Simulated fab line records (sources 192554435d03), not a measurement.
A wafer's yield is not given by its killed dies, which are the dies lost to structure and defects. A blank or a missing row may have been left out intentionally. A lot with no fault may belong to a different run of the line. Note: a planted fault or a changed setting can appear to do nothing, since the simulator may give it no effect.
Which tool did it? / flow n5_finfet / 27 wafers from 10 lots sampled at 6 of the route's 1938 steps

WHAT EACH GAUGE READ, for each wafer
N5_PMOS_HMC_CHANNEL_EPI_OVL_MEAS_10. Usual: PMOS_HMC_BLK_OVL typically reads -0.3 nm, with standard deviation 0.63.
lot=L251; measured=day 1 17:38; on=overlay-01; PMOS_HMC_BLK_OVL (nm)=-0.6 -0.5 0.1; flag=
lot=L252; measured=day 1 23:26; on=overlay-02; PMOS_HMC_BLK_OVL (nm)=0.8 0.3 0.0; flag=
lot=L254; measured=day 2 11:37; on=overlay-02; PMOS_HMC_BLK_OVL (nm)=-0.9 0.5 -0.7; flag=
lot=L255; measured=day 2 17:25; on=overlay-02; PMOS_HMC_BLK_OVL (nm)=-0.5 -0.7 -1.6; flag=
lot=L258; measured=day 3 11:17; on=overlay-01; PMOS_HMC_BLK_OVL (nm)=-0.3 -0.7 -0.1; flag=
lot=L260; measured=day 3 23:38; on=overlay-02; PMOS_HMC_BLK_OVL (nm)=-0.6 -0.9 -0.8; flag=
lot=L261; measured=day 4 05:14; on=overlay-02; PMOS_HMC_BLK_OVL (nm)=-0.5 -0.4 -0.1; flag=
lot=L265; measured=day 5 05:55; on=overlay-02; PMOS_HMC_BLK_OVL (nm)=-0.3 0.9; flag=
lot=L266; measured=day 5 12:50; on=overlay-02; PMOS_HMC_BLK_OVL (nm)=-0.1 0.2; flag=
lot=L267; measured=day 5 17:26; on=overlay-01; PMOS_HMC_BLK_OVL (nm)=-0.3 -0.2; flag=

N5_FIN_SAQP_THK_MEAS_07. Usual: thk_nm reads 59.8 nm (standard deviation 0.81).
lot=L251; measured=day 2 01:46; on=film_metro-01; thk_nm (nm)=60.1 59.8 58.6; flag=
lot=L252; measured=day 2 03:57; on=film_metro-02; thk_nm (nm)=58.8 60.0 59.8; flag=
lot=L254; measured=day 2 17:07; on=film_metro-02; thk_nm (nm)=58.9 58.2 60.2; flag=
lot=L255; measured=day 2 22:34; on=film_metro-02; thk_nm (nm)=60.7 60.5 60.1; flag=
lot=L258; measured=day 3 16:16; on=film_metro-01; thk_nm (nm)=60.1 60.3 61.1; flag=
lot=L260; measured=day 4 04:44; on=film_metro-01; thk_nm (nm)=59.2 59.3 60.9; flag=
lot=L261; measured=day 4 09:23; on=film_metro-02; thk_nm (nm)=58.7 60.0 59.9; flag=
lot=L265; measured=day 5 09:57; on=film_metro-02; thk_nm (nm)=59.4 58.5; flag=
lot=L266; measured=day 5 17:01; on=film_metro-02; thk_nm (nm)=58.6 59.9; flag=
lot=L267; measured=day 5 21:35; on=film_metro-02; thk_nm (nm)=60.8 59.4; flag=

N5_BEOL_M4_RC_MEAS_101. Usual: DIBL_N 37.0 mV/V, standard deviation 1.7; DIBL_P 36.7 mV/V, standard deviation 2; IOFF_N 0.17 nA/um, standard deviation 0.035; IOFF_P 0.22 nA/um, standard deviation 0.035; ION_N 672 uA/um, standard deviation 12; ION_P 461 uA/um, standard deviation 7.5; SS_N 71.6 mV/dec, standard deviation 0.67; SS_P 73.4 mV/dec, standard deviation 0.64; VT_N 250 mV, standard deviation 3.5; VT_P -250 mV, standard deviation 3.5.
lot=L251; measured=day 8 08:34; on=prober-02; DIBL_N (mV/V)=36.8 35.5 33.7; DIBL_P (mV/V)=36.0 35.4 33.5; IOFF_N (nA/um)=0.16 0.14 0.11; IOFF_P (nA/um)=0.18 0.17 0.16; ION_N (uA/um)=672 655 663; ION_P (uA/um)=459 448 460; SS_N (mV/dec)=72.2 71.2 70.5; SS_P (mV/dec)=72.7 72.9 72.3; VT_N (mV)=250 249 255; VT_P (mV)=-252 -255 -254; flag=
lot=L252; measured=day 8 00:55; on=prober-01; DIBL_N (mV/V)=37.2 34.5 34.7; DIBL_P (mV/V)=36.6 33.5 33.6; IOFF_N (nA/um)=0.19 0.13 0.14; IOFF_P (nA/um)=0.27 0.20 0.22; ION_N (uA/um)=692 663 663; ION_P (uA/um)=476 461 469; SS_N (mV/dec)=72.1 71.3 71.2; SS_P (mV/dec)=73.0 72.5 73.0; VT_N (mV)=249 252 249; VT_P (mV)=-242 -246 -246; flag=
lot=L254; measured=day 8 19:19; on=prober-02; DIBL_N (mV/V)=37.0 37.2 36.3; DIBL_P (mV/V)=36.5 36.3 36.4; IOFF_N (nA/um)=0.17 0.19 0.18; IOFF_P (nA/um)=0.25 0.25 0.25; ION_N (uA/um)=665 675 685; ION_P (uA/um)=462 467 473; SS_N (mV/dec)=71.7 72.0 71.3; SS_P (mV/dec)=73.2 73.1 73.8; VT_N (mV)=249 245 244; VT_P (mV)=-244 -246 -247; flag=
lot=L255; measured=day 9 00:58; on=prober-01; DIBL_N (mV/V)=37.8 36.9 35.3; DIBL_P (mV/V)=36.6 35.6 33.9; IOFF_N (nA/um)=0.17 0.15 0.12; IOFF_P (nA/um)=0.21 0.19 0.18; ION_N (uA/um)=675 657 650; ION_P (uA/um)=459 451 447; SS_N (mV/dec)=71.3 71.4 70.9; SS_P (mV/dec)=73.5 73.4 72.8; VT_N (mV)=247 247 252; VT_P (mV)=-249 -249 -250; flag=
lot=L258; measured=day 9 21:30; on=prober-01; DIBL_N (mV/V)=36.4 38.4 38.2; DIBL_P (mV/V)=35.2 37.3 37.7; IOFF_N (nA/um)=0.15 0.18 0.18; IOFF_P (nA/um)=0.18 0.22 0.23; ION_N (uA/um)=681 685 691; ION_P (uA/um)=461 458 469; SS_N (mV/dec)=71.3 72.1 72.2; SS_P (mV/dec)=72.5 72.7 73.2; VT_N (mV)=251 248 249; VT_P (mV)=-253 -252 -252; flag=
lot=L260; measured=day 10 03:26; on=prober-01; DIBL_N (mV/V)=36.7 36.6 36.5; DIBL_P (mV/V)=37.4 37.3 36.7; IOFF_N (nA/um)=0.17 0.16 0.15; IOFF_P (nA/um)=0.20 0.20 0.20; ION_N (uA/um)=681 673 662; ION_P (uA/um)=467 464 454; SS_N (mV/dec)=71.9 71.7 71.5; SS_P (mV/dec)=74.2 73.3 73.5; VT_N (mV)=252 252 254; VT_P (mV)=-252 -256 -253; flag=
lot=L261; measured=day 10 10:58; on=prober-02; DIBL_N (mV/V)=34.3 36.5 35.7; DIBL_P (mV/V)=35.1 36.9 35.4; IOFF_N (nA/um)=0.13 0.17 0.15; IOFF_P (nA/um)=0.18 0.20 0.18; ION_N (uA/um)=666 675 666; ION_P (uA/um)=454 460 454; SS_N (mV/dec)=70.0 71.4 71.4; SS_P (mV/dec)=72.4 74.1 73.5; VT_N (mV)=252 249 253; VT_P (mV)=-253 -253 -255; flag=
lot=L265; measured=day 11 07:30; on=prober-02; DIBL_N (mV/V)=36.1 34.1; DIBL_P (mV/V)=37.4 33.8; IOFF_N (nA/um)=0.15 0.11; IOFF_P (nA/um)=0.22 0.17; ION_N (uA/um)=665 648; ION_P (uA/um)=455 449; SS_N (mV/dec)=71.6 70.7; SS_P (mV/dec)=74.4 73.0; VT_N (mV)=250 256; VT_P (mV)=-248 -253; flag=
lot=L266; measured=day 11 10:13; on=prober-02; DIBL_N (mV/V)=37.5 34.7; DIBL_P (mV/V)=37.4 34.8; IOFF_N (nA/um)=0.17 0.13; IOFF_P (nA/um)=0.24 0.20; ION_N (uA/um)=668 663; ION_P (uA/um)=462 466; SS_N (mV/dec)=71.8 71.3; SS_P (mV/dec)=73.2 72.8; VT_N (mV)=249 252; VT_P (mV)=-250 -250; flag=
lot=L267; measured=day 11 17:05; on=prober-02; DIBL_N (mV/V)=36.5 37.1; DIBL_P (mV/V)=36.5 36.3; IOFF_N (nA/um)=0.17 0.16; IOFF_P (nA/um)=0.24 0.23; ION_N (uA/um)=683 679; ION_P (uA/um)=469 467; SS_N (mV/dec)=71.2 70.8; SS_P (mV/dec)=73.5 72.1; VT_N (mV)=249 248; VT_P (mV)=-243 -248; flag=

WHAT TOOL EACH LOT RAN ON (gives the tool, then ch and the chambers of the sampled wafers, and finally the start)
lot=L251; N5_PMOS_HMC_CHANNEL_EPI_ETCH_38=rie_si-04 ch 0,3, day 1 18:08; N5_FIN_SAQP_PECVD_47=pecvd-03 ch 0,1,2, day 2 01:36; N5_FIN_SAQP_MANDREL_ETCH_58=rie_si-01 ch 0,2,3, day 2 04:32
lot=L252; N5_PMOS_HMC_CHANNEL_EPI_ETCH_38=rie_si-03 ch 0,1,2, day 1 23:56; N5_FIN_SAQP_PECVD_47=pecvd-01 ch 0,1, day 2 03:43; N5_FIN_SAQP_MANDREL_ETCH_58=rie_si-05 ch 0,1, day 2 07:14
lot=L254; N5_PMOS_HMC_CHANNEL_EPI_ETCH_38=rie_si-02 ch 1,2,3, day 2 12:06; N5_FIN_SAQP_PECVD_47=pecvd-03 ch 1,2, day 2 16:52; N5_FIN_SAQP_MANDREL_ETCH_58=rie_si-05 ch 1,2,3, day 2 20:01
lot=L255; N5_PMOS_HMC_CHANNEL_EPI_ETCH_38=rie_si-02 ch 1,3, day 2 18:14; N5_FIN_SAQP_PECVD_47=pecvd-01 ch 0,1, day 2 22:21; N5_FIN_SAQP_MANDREL_ETCH_58=rie_si-05 ch 1,2,3, day 3 01:22
lot=L258; N5_PMOS_HMC_CHANNEL_EPI_ETCH_38=rie_si-03 ch 0,1,2, day 3 11:48; N5_FIN_SAQP_PECVD_47=pecvd-01 ch 0,1, day 3 16:05; N5_FIN_SAQP_MANDREL_ETCH_58=rie_si-05 ch 0,3, day 3 19:03
lot=L260; N5_PMOS_HMC_CHANNEL_EPI_ETCH_38=rie_si-03 ch 0,1,2, day 4 00:09; N5_FIN_SAQP_PECVD_47=pecvd-03 ch 0,1,2, day 4 04:34; N5_FIN_SAQP_MANDREL_ETCH_58=rie_si-06 ch 0,1,3, day 4 07:46
lot=L261; N5_PMOS_HMC_CHANNEL_EPI_ETCH_38=rie_si-03 ch 0,1,2, day 4 05:43; N5_FIN_SAQP_PECVD_47=pecvd-03 ch 0,2, day 4 09:13; N5_FIN_SAQP_MANDREL_ETCH_58=rie_si-01 ch 0,2, day 4 12:09
lot=L265; N5_PMOS_HMC_CHANNEL_EPI_ETCH_38=rie_si-03 ch 1,2, day 5 06:29; N5_FIN_SAQP_PECVD_47=pecvd-03 ch 1,2, day 5 09:47; N5_FIN_SAQP_MANDREL_ETCH_58=rie_si-06 ch 0,3, day 5 15:08
lot=L266; N5_PMOS_HMC_CHANNEL_EPI_ETCH_38=rie_si-04 ch 0,3, day 5 13:20; N5_FIN_SAQP_PECVD_47=pecvd-03 ch 0,1, day 5 16:50; N5_FIN_SAQP_MANDREL_ETCH_58=rie_si-01 ch 0,2, day 5 20:09
lot=L267; N5_PMOS_HMC_CHANNEL_EPI_ETCH_38=rie_si-03 ch 0,1, day 5 17:56; N5_FIN_SAQP_PECVD_47=pecvd-03 ch 0,2, day 5 21:25; N5_FIN_SAQP_MANDREL_ETCH_58=rie_si-06 ch 2,3, day 6 00:49
- N5_PMOS_HMC_CHANNEL_EPI_ETCH_38: etches SiO2 in CF4, target depth 1.5 nm.
- N5_FIN_SAQP_PECVD_47: deposits a-Si from SiH4/He, target thk 45 nm, time 36.3 s.
- N5_FIN_SAQP_MANDREL_ETCH_58: etches a-Si in HBr/Cl2, stops on SiNx, target depth 45 nm, bt time 10 s, time 27 s.

WHAT THE TOOLS THEMSELVES READ (means of the sampled wafers that have a number; where no wafer has one, the mark that the record gives instead)
N5_PMOS_HMC_CHANNEL_EPI_ETCH_38. Usual: drypump_motor_current_A 5.84 A, standard deviation 0.3; oes_product_au 0.993 a.u., standard deviation 0.018; throttle_valve_pct 21.82 %, standard deviation 0.28.
lot=L251; tool=rie_si-04; drypump_motor_current_A (A)=6.22; oes_product_au (a.u.)=0.977; throttle_valve_pct (%)=22.09; flag=
lot=L252; tool=rie_si-03; drypump_motor_current_A (A)=5.68; oes_product_au (a.u.)=0.999; throttle_valve_pct (%)=21.68; flag=
lot=L254; tool=rie_si-02; drypump_motor_current_A (A)=6.03; oes_product_au (a.u.)=0.980; throttle_valve_pct (%)=21.77; flag=
lot=L255; tool=rie_si-02; drypump_motor_current_A (A)=6.10; oes_product_au (a.u.)=0.971; throttle_valve_pct (%)=21.74; flag=
lot=L258; tool=rie_si-03; drypump_motor_current_A (A)=5.68; oes_product_au (a.u.)=1.000; throttle_valve_pct (%)=21.67; flag=
lot=L260; tool=rie_si-03; drypump_motor_current_A (A)=5.69; oes_product_au (a.u.)=1.003; throttle_valve_pct (%)=21.67; flag=
lot=L261; tool=rie_si-03; drypump_motor_current_A (A)=5.69; oes_product_au (a.u.)=0.999; throttle_valve_pct (%)=21.68; flag=
lot=L265; tool=rie_si-03; drypump_motor_current_A (A)=5.58; oes_product_au (a.u.)=0.984; throttle_valve_pct (%)=21.88; flag=
lot=L266; tool=rie_si-04; drypump_motor_current_A (A)=6.10; oes_product_au (a.u.)=1.007; throttle_valve_pct (%)=22.12; flag=
lot=L267; tool=rie_si-03; drypump_motor_current_A (A)=5.63; oes_product_au (a.u.)=1.013; throttle_valve_pct (%)=21.62; flag=

N5_FIN_SAQP_PECVD_47. Usual: chamber_pressure_Torr 3.001 Torr, standard deviation 0.0059; heater_power_w 839 W, standard deviation 100; run_length_s 72.8 s, standard deviation 0.52; showerhead_plenum_p_Torr 5.67 Torr, standard deviation 0.052; throttle_valve_pct 18.4 %, standard deviation 1.3.
lot=L251; tool=pecvd-03; chamber_pressure_Torr (Torr)=3.001; heater_power_w (W)=836; run_length_s (s)=72.9; showerhead_plenum_p_Torr (Torr)=5.66; throttle_valve_pct (%)=18.4; flag=
lot=L252; tool=pecvd-01; chamber_pressure_Torr (Torr)=3.002; heater_power_w (W)=987; run_length_s (s)=72.5; showerhead_plenum_p_Torr (Torr)=5.75; throttle_valve_pct (%)=18.6; flag=
lot=L254; tool=pecvd-03; chamber_pressure_Torr (Torr)=3.004; heater_power_w (W)=868; run_length_s (s)=73.4; showerhead_plenum_p_Torr (Torr)=5.66; throttle_valve_pct (%)=19.2; flag=
lot=L255; tool=pecvd-01; chamber_pressure_Torr (Torr)=2.998; heater_power_w (W)=918; run_length_s (s)=72.3; showerhead_plenum_p_Torr (Torr)=5.72; throttle_valve_pct (%)=18.1; flag=
lot=L258; tool=pecvd-01; chamber_pressure_Torr (Torr)=2.997; heater_power_w (W)=867; run_length_s (s)=72.5; showerhead_plenum_p_Torr (Torr)=5.71; throttle_valve_pct (%)=18.2; flag=
lot=L260; tool=pecvd-03; chamber_pressure_Torr (Torr)=2.999; heater_power_w (W)=859; run_length_s (s)=72.9; showerhead_plenum_p_Torr (Torr)=5.65; throttle_valve_pct (%)=18.6; flag=
lot=L261; tool=pecvd-03; chamber_pressure_Torr (Torr)=3.000; heater_power_w (W)=770; run_length_s (s)=72.7; showerhead_plenum_p_Torr (Torr)=5.63; throttle_valve_pct (%)=17.5; flag=
lot=L265; tool=pecvd-03; chamber_pressure_Torr (Torr)=3.004; heater_power_w (W)=870; run_length_s (s)=64.0; showerhead_plenum_p_Torr (Torr)=5.67; throttle_valve_pct (%)=18.8; flag=OFF
lot=L266; tool=pecvd-03; chamber_pressure_Torr (Torr)=3.000; heater_power_w (W)=782; run_length_s (s)=68.4; showerhead_plenum_p_Torr (Torr)=5.67; throttle_valve_pct (%)=19.4; flag=OFF
lot=L267; tool=pecvd-03; chamber_pressure_Torr (Torr)=2.998; heater_power_w (W)=746; run_length_s (s)=63.8; showerhead_plenum_p_Torr (Torr)=5.64; throttle_valve_pct (%)=17.9; flag=OFF

N5_FIN_SAQP_MANDREL_ETCH_58. Usual: drypump_motor_current_A 5.6 A, standard deviation 0.5; oes_product_au 0.694 a.u., standard deviation 0.011; throttle_valve_pct 35.6 %, standard deviation 0.46.
lot=L251; tool=rie_si-01; drypump_motor_current_A (A)=5.6; oes_product_au (a.u.)=0.691; throttle_valve_pct (%)=35.7; flag=
lot=L252; tool=rie_si-05; drypump_motor_current_A (A)=5.8; oes_product_au (a.u.)=0.696; throttle_valve_pct (%)=35.2; flag=
lot=L254; tool=rie_si-05; drypump_motor_current_A (A)=5.9; oes_product_au (a.u.)=0.697; throttle_valve_pct (%)=35.5; flag=
lot=L255; tool=rie_si-05; drypump_motor_current_A (A)=5.8; oes_product_au (a.u.)=0.695; throttle_valve_pct (%)=35.5; flag=
lot=L258; tool=rie_si-05; drypump_motor_current_A (A)=5.1; oes_product_au (a.u.)=0.703; throttle_valve_pct (%)=36.0; flag=
lot=L260; tool=rie_si-06; drypump_motor_current_A (A)=5.6; oes_product_au (a.u.)=0.685; throttle_valve_pct (%)=35.8; flag=
lot=L261; tool=rie_si-01; drypump_motor_current_A (A)=5.6; oes_product_au (a.u.)=0.682; throttle_valve_pct (%)=35.5; flag=
lot=L265; tool=rie_si-06; drypump_motor_current_A (A)=6.0; oes_product_au (a.u.)=0.600; throttle_valve_pct (%)=36.2; flag=OFF
lot=L266; tool=rie_si-01; drypump_motor_current_A (A)=5.6; oes_product_au (a.u.)=0.630; throttle_valve_pct (%)=35.8; flag=OFF
lot=L267; tool=rie_si-06; drypump_motor_current_A (A)=5.6; oes_product_au (a.u.)=0.593; throttle_valve_pct (%)=35.7; flag=OFF

THE ANSWER, worked out from the rows above alone
Rule: a lot is off if the mean of its wafers that have a number lies more than 3 standard deviations from the usual mean. Also off: a lot with no number at a reading for which 4 or more lots have one. Where the step has rows for the other lots, those lots are counted as sound. After the gauges, taken in route order, come the tools' own readings; for these a lot's mean is taken, as printed above. At the first step where some lot is off, the reading lying furthest off is the one used; lots without a number count as furthest.
Off at N5_FIN_SAQP_PECVD_47 (run_length_s): L265, L266, L267.
A tool fits if, at that step or a process step before it, it ran every lot that is off, and no sound lot after the first of them. One candidate fits, namely pecvd-03 at N5_FIN_SAQP_PECVD_47. A fault onset in the window from L261 (day 4 09:13, its last sound lot) to L265 (day 5 09:47, its first lot off) fits.
On the lots that are off, the tool's own readings at N5_FIN_SAQP_PECVD_47 differ by more than 5 times the standard deviation of the sound lots' means, which bears it out; run_length_s reads 65.4 s there versus 72.7 s on the sound lots.

WHAT THE SIMULATOR PUT IN
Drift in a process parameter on pecvd-03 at N5_FIN_SAQP_PECVD_47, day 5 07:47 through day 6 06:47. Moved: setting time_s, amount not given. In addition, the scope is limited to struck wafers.
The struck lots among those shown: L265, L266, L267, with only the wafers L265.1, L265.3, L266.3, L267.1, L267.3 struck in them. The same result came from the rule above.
